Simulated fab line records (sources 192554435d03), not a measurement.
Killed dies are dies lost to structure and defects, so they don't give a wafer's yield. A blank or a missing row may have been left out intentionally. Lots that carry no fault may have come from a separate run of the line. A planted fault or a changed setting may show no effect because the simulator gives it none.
Chamber matching / flow n5Finfet / rieDiel-01 running N5_GATE_CUT_ETCH_58: 4 sister chambers
The step etches SiNx in CH3F/O2, target depth 17 nm, time 128.6 s. 27 wafers are shown with their chamber, then 12 later ones without.

## WAFERS WITH THEIR CHAMBER
wafer=L075.3; chamber=1; drypumpMotorCurrentA (A)=5.8; showerheadPlenumPTorr (Torr)=2.00; throttleValvePct (%)=16.21
wafer=L075.4; chamber=3; drypumpMotorCurrentA (A)=6.2; showerheadPlenumPTorr (Torr)=1.96; throttleValvePct (%)=15.98
wafer=L075.6; chamber=1; drypumpMotorCurrentA (A)=5.9; showerheadPlenumPTorr (Torr)=2.00; throttleValvePct (%)=16.18
wafer=L076.3; chamber=2; drypumpMotorCurrentA (A)=6.1; showerheadPlenumPTorr (Torr)=1.89; throttleValvePct (%)=16.32
wafer=L076.4; chamber=1; drypumpMotorCurrentA (A)=5.9; showerheadPlenumPTorr (Torr)=2.00; throttleValvePct (%)=16.19
wafer=L076.6; chamber=1; drypumpMotorCurrentA (A)=5.8; showerheadPlenumPTorr (Torr)=2.00; throttleValvePct (%)=16.18
wafer=L077.3; chamber=0; drypumpMotorCurrentA (A)=5.2; showerheadPlenumPTorr (Torr)=2.07; throttleValvePct (%)=16.27
wafer=L077.4; chamber=1; drypumpMotorCurrentA (A)=5.8; showerheadPlenumPTorr (Torr)=2.00; throttleValvePct (%)=16.20
wafer=L077.6; chamber=1; drypumpMotorCurrentA (A)=5.8; showerheadPlenumPTorr (Torr)=2.00; throttleValvePct (%)=16.21
wafer=L079.3; chamber=0; drypumpMotorCurrentA (A)=5.2; showerheadPlenumPTorr (Torr)=2.07; throttleValvePct (%)=16.28
wafer=L079.4; chamber=3; drypumpMotorCurrentA (A)=6.2; showerheadPlenumPTorr (Torr)=1.96; throttleValvePct (%)=15.99
wafer=L079.6; chamber=1; drypumpMotorCurrentA (A)=5.8; showerheadPlenumPTorr (Torr)=2.00; throttleValvePct (%)=16.21
wafer=L080.1; chamber=3; drypumpMotorCurrentA (A)=6.2; showerheadPlenumPTorr (Torr)=1.96; throttleValvePct (%)=15.98
wafer=L080.4; chamber=0; drypumpMotorCurrentA (A)=5.2; showerheadPlenumPTorr (Torr)=2.07; throttleValvePct (%)=16.28
wafer=L080.6; chamber=0; drypumpMotorCurrentA (A)=5.2; showerheadPlenumPTorr (Torr)=2.07; throttleValvePct (%)=16.29
wafer=L083.1; chamber=3; drypumpMotorCurrentA (A)=6.2; showerheadPlenumPTorr (Torr)=1.96; throttleValvePct (%)=16.00
wafer=L083.2; chamber=0; drypumpMotorCurrentA (A)=5.2; showerheadPlenumPTorr (Torr)=2.06; throttleValvePct (%)=16.29
wafer=L083.5; chamber=2; drypumpMotorCurrentA (A)=6.1; showerheadPlenumPTorr (Torr)=1.88; throttleValvePct (%)=16.35
wafer=L085.2; chamber=1; drypumpMotorCurrentA (A)=5.8; showerheadPlenumPTorr (Torr)=2.00; throttleValvePct (%)=16.23
wafer=L085.4; chamber=3; drypumpMotorCurrentA (A)=6.2; showerheadPlenumPTorr (Torr)=1.95; throttleValvePct (%)=16.00
wafer=L085.6; chamber=2; drypumpMotorCurrentA (A)=6.1; showerheadPlenumPTorr (Torr)=1.88; throttleValvePct (%)=16.33
wafer=L088.2; chamber=0; drypumpMotorCurrentA (A)=5.2; showerheadPlenumPTorr (Torr)=2.06; throttleValvePct (%)=16.30
wafer=L088.5; chamber=3; drypumpMotorCurrentA (A)=6.2; showerheadPlenumPTorr (Torr)=1.95; throttleValvePct (%)=16.02
wafer=L088.6; chamber=2; drypumpMotorCurrentA (A)=6.1; showerheadPlenumPTorr (Torr)=1.88; throttleValvePct (%)=16.34
wafer=L090.2; chamber=1; drypumpMotorCurrentA (A)=5.8; showerheadPlenumPTorr (Torr)=1.99; throttleValvePct (%)=16.26
wafer=L090.3; chamber=0; drypumpMotorCurrentA (A)=5.2; showerheadPlenumPTorr (Torr)=2.06; throttleValvePct (%)=16.32
wafer=L090.4; chamber=3; drypumpMotorCurrentA (A)=6.2; showerheadPlenumPTorr (Torr)=1.95; throttleValvePct (%)=16.01

SIGNATURES (means of the wafers above)
reading=drypumpMotorCurrentA; chamber 0=5.200; chamber 1=5.822; chamber 2=6.100; chamber 3=6.200; scatter within a chamber=0.026
reading=showerheadPlenumPTorr; chamber 0=2.0657; chamber 1=1.9989; chamber 2=1.8825; chamber 3=1.9557; scatter within a chamber=0.00469
reading=throttleValvePct; chamber 0=16.2900; chamber 1=16.2078; chamber 2=16.3350; chamber 3=15.9971; scatter within a chamber=0.0193
Rule: distance of a wafer from a chamber = root of the sum over the readings of ((wafer's reading minus chamber's mean) / reading's scatter) squared. If the next closest chamber is less than 2 further off than the closest, the wafer can't be placed; otherwise it belongs to the closest. The scatter is the square root of a quotient: the sum, over the shown wafers, of each reading's squared deviation from its chamber's mean, divided by wafers minus chambers.

## WAFERS WITHOUT THEIR CHAMBER
wafer=L094.4; drypumpMotorCurrentA (A)=5.8; showerheadPlenumPTorr (Torr)=1.99; throttleValvePct (%)=16.23
wafer=L094.5; drypumpMotorCurrentA (A)=5.8; showerheadPlenumPTorr (Torr)=1.99; throttleValvePct (%)=16.25
wafer=L094.6; drypumpMotorCurrentA (A)=6.1; showerheadPlenumPTorr (Torr)=1.88; throttleValvePct (%)=16.38
wafer=L095.2; drypumpMotorCurrentA (A)=6.1; showerheadPlenumPTorr (Torr)=1.88; throttleValvePct (%)=16.38
wafer=L095.4; drypumpMotorCurrentA (A)=6.2; showerheadPlenumPTorr (Torr)=1.95; throttleValvePct (%)=16.03
wafer=L095.5; drypumpMotorCurrentA (A)=5.2; showerheadPlenumPTorr (Torr)=2.06; throttleValvePct (%)=16.32
wafer=L096.1; drypumpMotorCurrentA (A)=6.2; showerheadPlenumPTorr (Torr)=1.95; throttleValvePct (%)=16.05
wafer=L096.2; drypumpMotorCurrentA (A)=6.1; showerheadPlenumPTorr (Torr)=1.88; throttleValvePct (%)=16.38
wafer=L096.4; drypumpMotorCurrentA (A)=5.8; showerheadPlenumPTorr (Torr)=1.99; throttleValvePct (%)=16.26
wafer=L097.4; drypumpMotorCurrentA (A)=6.1; showerheadPlenumPTorr (Torr)=1.88; throttleValvePct (%)=16.38
wafer=L097.5; drypumpMotorCurrentA (A)=6.1; showerheadPlenumPTorr (Torr)=1.88; throttleValvePct (%)=16.39
wafer=L097.6; drypumpMotorCurrentA (A)=5.8; showerheadPlenumPTorr (Torr)=1.99; throttleValvePct (%)=16.26

## WHICH CHAMBER EACH WENT THROUGH
wafer=L094.4; from the rows above=1; in truth=1
wafer=L094.5; from the rows above=1; in truth=1
wafer=L094.6; from the rows above=2; in truth=2
wafer=L095.2; from the rows above=2; in truth=2
wafer=L095.4; from the rows above=3; in truth=3
wafer=L095.5; from the rows above=0; in truth=0
wafer=L096.1; from the rows above=3; in truth=3
wafer=L096.2; from the rows above=2; in truth=2
wafer=L096.4; from the rows above=1; in truth=1
wafer=L097.4; from the rows above=2; in truth=2
wafer=L097.5; from the rows above=2; in truth=2
wafer=L097.6; from the rows above=1; in truth=1
Correctly placed: 12 of 12. Can't be placed from these rows: 0. 0 placed wrongly.
